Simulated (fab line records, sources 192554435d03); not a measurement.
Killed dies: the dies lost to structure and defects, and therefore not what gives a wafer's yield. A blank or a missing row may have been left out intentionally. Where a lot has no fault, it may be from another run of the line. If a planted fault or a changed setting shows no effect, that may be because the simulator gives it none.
Which tool is to blame? / flow n5 finfet / Sampling: 9 lots, 27 wafers, 5 of 1938 route steps

## WHAT EACH GAUGE READ, for each wafer
Not one reading of a measure or inspect step in the record can be checked against a usual standard deviation.

## WHAT TOOL EACH LOT RAN ON (gives the tool, then ch and the chambers of the sampled wafers, and finally the start)
lot=L615; N5_BEOL_M5_VIA_ETCH_34=rie diel-04 ch 1,2, day 9 21:23; N5_MIM_BOT_ETCH_ETCH_03=rie metal-03 ch 0, day 14 01:49; N5_PASSIVATION_PECVD_01=pecvd-04 ch 0,1,2, day 14 02:59; N5_PASSIVATION_DESCUM_46=rie diel-05 ch 2,3, day 14 11:26; N5_PASSIVATION_PROBE_49=-
lot=L620; N5_BEOL_M5_VIA_ETCH_34=rie diel-06 ch 0,1,3, day 10 23:16; N5_MIM_BOT_ETCH_ETCH_03=rie metal-01 ch 0, day 15 01:47; N5_PASSIVATION_PECVD_01=pecvd-01 ch 0,2, day 15 02:46; N5_PASSIVATION_DESCUM_46=rie diel-03 ch 1,2,3, day 15 09:29; N5_PASSIVATION_PROBE_49=-
lot=L621; N5_BEOL_M5_VIA_ETCH_34=rie diel-04 ch 0,1,2, day 11 06:04; N5_MIM_BOT_ETCH_ETCH_03=rie metal-02 ch 0,1, day 15 02:07; N5_PASSIVATION_PECVD_01=pecvd-04 ch 0,1, day 15 02:53; N5_PASSIVATION_DESCUM_46=rie diel-03 ch 0,1,3, day 15 10:05; N5_PASSIVATION_PROBE_49=-
lot=L622; N5_BEOL_M5_VIA_ETCH_34=rie diel-06 ch 0,1,3, day 11 07:00; N5_MIM_BOT_ETCH_ETCH_03=rie metal-03 ch 0,1, day 15 01:35; N5_PASSIVATION_PECVD_01=pecvd-04 ch 0,1, day 15 02:21; N5_PASSIVATION_DESCUM_46=rie diel-05 ch 0,2, day 15 07:00; N5_PASSIVATION_PROBE_49=-
lot=L623; N5_BEOL_M5_VIA_ETCH_34=rie diel-06 ch 2,3, day 11 12:38; N5_MIM_BOT_ETCH_ETCH_03=rie metal-02 ch 0,1, day 15 13:58; N5_PASSIVATION_PECVD_01=pecvd-04 ch 0,1, day 15 14:44; N5_PASSIVATION_DESCUM_46=rie diel-03 ch 0,1,2, day 15 18:43; N5_PASSIVATION_PROBE_49=-
lot=L628; N5_BEOL_M5_VIA_ETCH_34=rie diel-04 ch 0,1,2, day 12 14:39; N5_MIM_BOT_ETCH_ETCH_03=rie metal-03 ch 0,1, day 16 13:15; N5_PASSIVATION_PECVD_01=pecvd-04 ch 0,2, day 16 14:05; N5_PASSIVATION_DESCUM_46=rie diel-01 ch 2,3, day 16 21:13; N5_PASSIVATION_PROBE_49=-
lot=L635; N5_BEOL_M5_VIA_ETCH_34=rie diel-02 ch 1,2,3, day 14 12:32; N5_MIM_BOT_ETCH_ETCH_03=rie metal-02 ch 0,1, day 18 19:28; N5_PASSIVATION_PECVD_01=pecvd-04 ch 0,2, day 18 20:13; N5_PASSIVATION_DESCUM_46=rie diel-05 ch 0,1,3, day 19 03:07; N5_PASSIVATION_PROBE_49=-
lot=L634; N5_BEOL_M5_VIA_ETCH_34=rie diel-04 ch 0,2, day 14 12:56; N5_MIM_BOT_ETCH_ETCH_03=rie metal-01 ch 0,1, day 19 02:28; N5_PASSIVATION_PECVD_01=pecvd-04 ch 0,2, day 19 03:14; N5_PASSIVATION_DESCUM_46=rie diel-01 ch 1,3, day 19 09:15; N5_PASSIVATION_PROBE_49=prober-01, day 19 12:38
lot=L636; N5_BEOL_M5_VIA_ETCH_34=rie diel-04 ch 0,1,3, day 14 17:31; N5_MIM_BOT_ETCH_ETCH_03=rie metal-02 ch 0,1, day 18 08:57; N5_PASSIVATION_PECVD_01=pecvd-02 ch 0,1,2, day 18 09:43; N5_PASSIVATION_DESCUM_46=rie diel-05 ch 0,1,2, day 18 19:13; N5_PASSIVATION_PROBE_49=prober-02, day 18 22:17
- N5_BEOL_M5_VIA_ETCH_34: etches SiCOH lowk in C4F6/O2, target depth 88.3 nm, time 39.2 s.
- N5_MIM_BOT_ETCH_ETCH_03: etches the open film in Cl2/BCl3, target depth 12 nm.
- N5_PASSIVATION_PECVD_01: deposits SiNx from SiH4/NH3/N2, target thk 200 nm, time 43.2 s.
- N5_PASSIVATION_DESCUM_46: chemistry O2, time 7.9 s.
- N5_PASSIVATION_PROBE_49

## WHAT THE TOOLS THEMSELVES READ (means of the sampled wafers that have a number; where no wafer has one, the mark that the record gives instead)
N5_BEOL_M5_VIA_ETCH_34. Usual: drypump motor current A 5.8 A, standard deviation 0.55; oes product au 0.77 a.u., standard deviation 0.069; rf fwd power W 340.9 W, standard deviation 1.7; rf vpp V 664 V, standard deviation 13; showerhead plenum p Torr 2.82 Torr, standard deviation 0.079; throttle valve pct 20.90 %, standard deviation 0.2.
lot=L615; tool=rie diel-04; drypump motor current A (A)=5.2; oes product au (a.u.)=0.74; rf fwd power W (W)=342.5; rf vpp V (V)=664; showerhead plenum p Torr (Torr)=2.76; throttle valve pct (%)=20.88; flag=
lot=L620; tool=rie diel-06; drypump motor current A (A)=5.8; oes product au (a.u.)=0.76; rf fwd power W (W)=340.3; rf vpp V (V)=668; showerhead plenum p Torr (Torr)=2.89; throttle valve pct (%)=20.96; flag=
lot=L621; tool=rie diel-04; drypump motor current A (A)=5.4; oes product au (a.u.)=0.80; rf fwd power W (W)=342.1; rf vpp V (V)=668; showerhead plenum p Torr (Torr)=2.79; throttle valve pct (%)=20.87; flag=
lot=L622; tool=rie diel-06; drypump motor current A (A)=5.8; oes product au (a.u.)=0.77; rf fwd power W (W)=340.4; rf vpp V (V)=668; showerhead plenum p Torr (Torr)=2.89; throttle valve pct (%)=20.96; flag=
lot=L623; tool=rie diel-06; drypump motor current A (A)=5.4; oes product au (a.u.)=0.73; rf fwd power W (W)=340.0; rf vpp V (V)=653; showerhead plenum p Torr (Torr)=2.76; throttle valve pct (%)=20.96; flag=
lot=L628; tool=rie diel-04; drypump motor current A (A)=5.4; oes product au (a.u.)=0.80; rf fwd power W (W)=342.0; rf vpp V (V)=669; showerhead plenum p Torr (Torr)=2.78; throttle valve pct (%)=20.88; flag=
lot=L635; tool=rie diel-02; drypump motor current A (A)=6.6; oes product au (a.u.)=0.75; rf fwd power W (W)=340.2; rf vpp V (V)=664; showerhead plenum p Torr (Torr)=2.81; throttle valve pct (%)=20.90; flag=
lot=L634; tool=rie diel-04; drypump motor current A (A)=5.7; oes product au (a.u.)=0.79; rf fwd power W (W)=339.3; rf vpp V (V)=672; showerhead plenum p Torr (Torr)=2.75; throttle valve pct (%)=20.89; flag=
lot=L636; tool=rie diel-04; drypump motor current A (A)=5.6; oes product au (a.u.)=0.81; rf fwd power W (W)=341.6; rf vpp V (V)=667; showerhead plenum p Torr (Torr)=2.79; throttle valve pct (%)=20.94; flag=

N5_MIM_BOT_ETCH_ETCH_03. Usual: drypump motor current A 5.5 A, standard deviation 0.36; oes product au 0.79 a.u., standard deviation 0.13; rf fwd power W 795.3 W, standard deviation 2.9; throttle valve pct 27.68 %, standard deviation 0.23.
lot=L615; tool=rie metal-03; drypump motor current A (A)=5.3; oes product au (a.u.)=0.97; rf fwd power W (W)=791.8; throttle valve pct (%)=28.14; flag=
lot=L620; tool=rie metal-01; drypump motor current A (A)=5.6; oes product au (a.u.)=0.64; rf fwd power W (W)=793.5; throttle valve pct (%)=27.84; flag=
lot=L621; tool=rie metal-02; drypump motor current A (A)=5.7; oes product au (a.u.)=0.87; rf fwd power W (W)=795.4; throttle valve pct (%)=27.68; flag=
lot=L622; tool=rie metal-03; drypump motor current A (A)=5.5; oes product au (a.u.)=0.88; rf fwd power W (W)=793.0; throttle valve pct (%)=27.94; flag=
lot=L623; tool=rie metal-02; drypump motor current A (A)=5.4; oes product au (a.u.)=0.75; rf fwd power W (W)=797.7; throttle valve pct (%)=27.58; flag=
lot=L628; tool=rie metal-03; drypump motor current A (A)=5.8; oes product au (a.u.)=0.81; rf fwd power W (W)=790.3; throttle valve pct (%)=27.75; flag=
lot=L635; tool=rie metal-02; drypump motor current A (A)=5.4; oes product au (a.u.)=0.93; rf fwd power W (W)=799.5; throttle valve pct (%)=27.71; flag=
lot=L634; tool=rie metal-01; drypump motor current A (A)=5.5; oes product au (a.u.)=0.84; rf fwd power W (W)=795.9; throttle valve pct (%)=27.42; flag=
lot=L636; tool=rie metal-02; drypump motor current A (A)=5.4; oes product au (a.u.)=0.94; rf fwd power W (W)=796.3; throttle valve pct (%)=27.70; flag=

N5_PASSIVATION_PECVD_01. Usual: heater power w 372 W, standard deviation 57; rf fwd power W 1394 W, standard deviation 4.8; showerhead plenum p Torr 8.65 Torr, standard deviation 0.08; throttle valve pct 29.1 %, standard deviation 1.6.
lot=L615; tool=pecvd-04; heater power w (W)=408; rf fwd power W (W)=1400; showerhead plenum p Torr (Torr)=8.64; throttle valve pct (%)=29.3; flag=
lot=L620; tool=pecvd-01; heater power w (W)=333; rf fwd power W (W)=1393; showerhead plenum p Torr (Torr)=8.75; throttle valve pct (%)=27.8; flag=
lot=L621; tool=pecvd-04; heater power w (W)=418; rf fwd power W (W)=1393; showerhead plenum p Torr (Torr)=8.70; throttle valve pct (%)=29.6; flag=
lot=L622; tool=pecvd-04; heater power w (W)=358; rf fwd power W (W)=1394; showerhead plenum p Torr (Torr)=8.70; throttle valve pct (%)=30.0; flag=
lot=L623; tool=pecvd-04; heater power w (W)=307; rf fwd power W (W)=1390; showerhead plenum p Torr (Torr)=8.70; throttle valve pct (%)=30.1; flag=
lot=L628; tool=pecvd-04; heater power w (W)=424; rf fwd power W (W)=1400; showerhead plenum p Torr (Torr)=8.58; throttle valve pct (%)=28.6; flag=
lot=L635; tool=pecvd-04; heater power w (W)=324; rf fwd power W (W)=1398; showerhead plenum p Torr (Torr)=8.60; throttle valve pct (%)=28.6; flag=
lot=L634; tool=pecvd-04; heater power w (W)=361; rf fwd power W (W)=1397; showerhead plenum p Torr (Torr)=8.58; throttle valve pct (%)=28.7; flag=
lot=L636; tool=pecvd-02; heater power w (W)=372; rf fwd power W (W)=1396; showerhead plenum p Torr (Torr)=8.64; throttle valve pct (%)=30.6; flag=

N5_PASSIVATION_DESCUM_46. Usual: bias power w 20.00 W, standard deviation 0.061; drypump motor current A 5.8 A, standard deviation 0.44; o2 flow sccm 225.1 sccm, standard deviation 0.65; oes product au 0.81 a.u., standard deviation 0.057; rf fwd power W 49.34 W, standard deviation 0.25; rf vpp V 243.4 V, standard deviation 1.7; showerhead plenum p Torr 2.11 Torr, standard deviation 0.098; temp c 40.02 C, standard deviation 0.11; throttle valve pct 20.45 %, standard deviation 0.27.
lot=L615; tool=rie diel-05; bias power w (W)=20.03; drypump motor current A (A)=5.6; o2 flow sccm (sccm)=225.1; oes product au (a.u.)=0.81; rf fwd power W (W)=49.52; rf vpp V (V)=244.6; showerhead plenum p Torr (Torr)=2.18; temp c (C)=40.06; throttle valve pct (%)=20.49; flag=
lot=L620; tool=rie diel-03; bias power w (W)=19.97; drypump motor current A (A)=5.9; o2 flow sccm (sccm)=225.6; oes product au (a.u.)=0.78; rf fwd power W (W)=49.43; rf vpp V (V)=244.0; showerhead plenum p Torr (Torr)=2.17; temp c (C)=39.96; throttle valve pct (%)=20.48; flag=
lot=L621; tool=rie diel-03; bias power w (W)=20.07; drypump motor current A (A)=5.9; o2 flow sccm (sccm)=225.2; oes product au (a.u.)=0.78; rf fwd power W (W)=49.10; rf vpp V (V)=243.6; showerhead plenum p Torr (Torr)=2.15; temp c (C)=40.05; throttle valve pct (%)=20.35; flag=
lot=L622; tool=rie diel-05; bias power w (W)=19.92; drypump motor current A (A)=5.5; o2 flow sccm (sccm)=224.9; oes product au (a.u.)=0.74; rf fwd power W (W)=49.45; rf vpp V (V)=242.1; showerhead plenum p Torr (Torr)=2.02; temp c (C)=39.95; throttle valve pct (%)=20.76; flag=
lot=L623; tool=rie diel-03; bias power w (W)=20.05; drypump motor current A (A)=5.6; o2 flow sccm (sccm)=225.5; oes product au (a.u.)=0.85; rf fwd power W (W)=49.22; rf vpp V (V)=245.1; showerhead plenum p Torr (Torr)=2.21; temp c (C)=40.04; throttle valve pct (%)=20.36; flag=
lot=L628; tool=rie diel-01; bias power w (W)=19.93; drypump motor current A (A)=6.0; o2 flow sccm (sccm)=225.0; oes product au (a.u.)=0.79; rf fwd power W (W)=49.39; rf vpp V (V)=244.1; showerhead plenum p Torr (Torr)=2.14; temp c (C)=40.06; throttle valve pct (%)=20.59; flag=
lot=L635; tool=rie diel-05; bias power w (W)=19.97; drypump motor current A (A)=5.5; o2 flow sccm (sccm)=224.6; oes product au (a.u.)=0.77; rf fwd power W (W)=49.20; rf vpp V (V)=242.2; showerhead plenum p Torr (Torr)=2.01; temp c (C)=40.04; throttle valve pct (%)=20.60; flag=
lot=L634; tool=rie diel-01; bias power w (W)=20.06; drypump motor current A (A)=6.0; o2 flow sccm (sccm)=226.0; oes product au (a.u.)=0.76; rf fwd power W (W)=49.37; rf vpp V (V)=242.8; showerhead plenum p Torr (Torr)=2.08; temp c (C)=40.08; throttle valve pct (%)=20.66; flag=
lot=L636; tool=rie diel-05; bias power w (W)=20.07; drypump motor current A (A)=5.5; o2 flow sccm (sccm)=224.8; oes product au (a.u.)=0.75; rf fwd power W (W)=49.35; rf vpp V (V)=242.5; showerhead plenum p Torr (Torr)=2.04; temp c (C)=39.98; throttle valve pct (%)=20.62; flag=

N5_PASSIVATION_PROBE_49. Usual: defect limited yield 91.0 %, standard deviation 1.4; killed_at_M0_to_M3 33, standard deviation 11; killed_at_M4_up 14, standard deviation 5; killed at contacts 11, standard deviation 7.3; killed at front end 43, standard deviation 12; killed at other 4, standard deviation 3.1; killed dies 106, standard deviation 17; killed on rim 14, standard deviation 3.8; killed open 69, standard deviation 13; killed short 34, standard deviation 8.7; sort_bin_5_function 5.2 %, standard deviation 0.96; sort_bin_6_memory 3.3 %, standard deviation 0.66; sort n pass 1074, standard deviation 17; sort yield pct 91.0 %, standard deviation 1.4.
lot=L634; tool=prober-01; defect limited yield (%)=88.7; killed_at_M0_to_M3=39; killed_at_M4_up=52; killed at contacts=7; killed at front end=30; killed at other=5; killed dies=133; killed on rim=23; killed open=61; killed short=33; sort_bin_5_function (%)=6.1; sort_bin_6_memory (%)=3.5; sort n pass=1047; sort yield pct (%)=88.7; flag=OFF
lot=L636; tool=prober-02; defect limited yield (%)=90.0; killed_at_M0_to_M3=31; killed_at_M4_up=38; killed at contacts=7; killed at front end=38; killed at other=4; killed dies=118; killed on rim=22; killed open=60; killed short=34; sort_bin_5_function (%)=5.1; sort_bin_6_memory (%)=3.8; sort n pass=1062; sort yield pct (%)=90.0; flag=OFF

## THE ANSWER, worked out from the rows above alone
Rule: take the mean of a lot's wafers that have a number; if it is more than 3 standard deviations from the usual mean, the lot is off. Also off: a lot with no number at a reading for which 4 or more lots have one. All remaining lots with rows at the step are treated as sound. After the gauges, taken in route order, come the tools' own readings; for these a lot's mean is taken, as printed above. The first step at which some lot is off is used, and at that step the reading that is off furthest; a lot without a number counts as furthest.
Off, at N5_PASSIVATION_PROBE_49 on killed_at_M4_up: L634, L636. Neither off nor sound, because the step has no rows for them: L615, L620, L621, L622, L623, L628, L635.
A tool fits if, at that step or a process step before it, it ran every lot that is off, and no sound lot after the first of them. One fits: rie diel-04 at N5_BEOL_M5_VIA_ETCH_34. It ran no sound lot before its first lot that is off in this sample, so the start can't be narrowed down.

## WHAT THE SIMULATOR HAD PUT IN
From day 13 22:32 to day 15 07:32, rie diel-04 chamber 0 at N5_BEOL_M5_VIA_ETCH_34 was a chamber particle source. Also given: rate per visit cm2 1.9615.
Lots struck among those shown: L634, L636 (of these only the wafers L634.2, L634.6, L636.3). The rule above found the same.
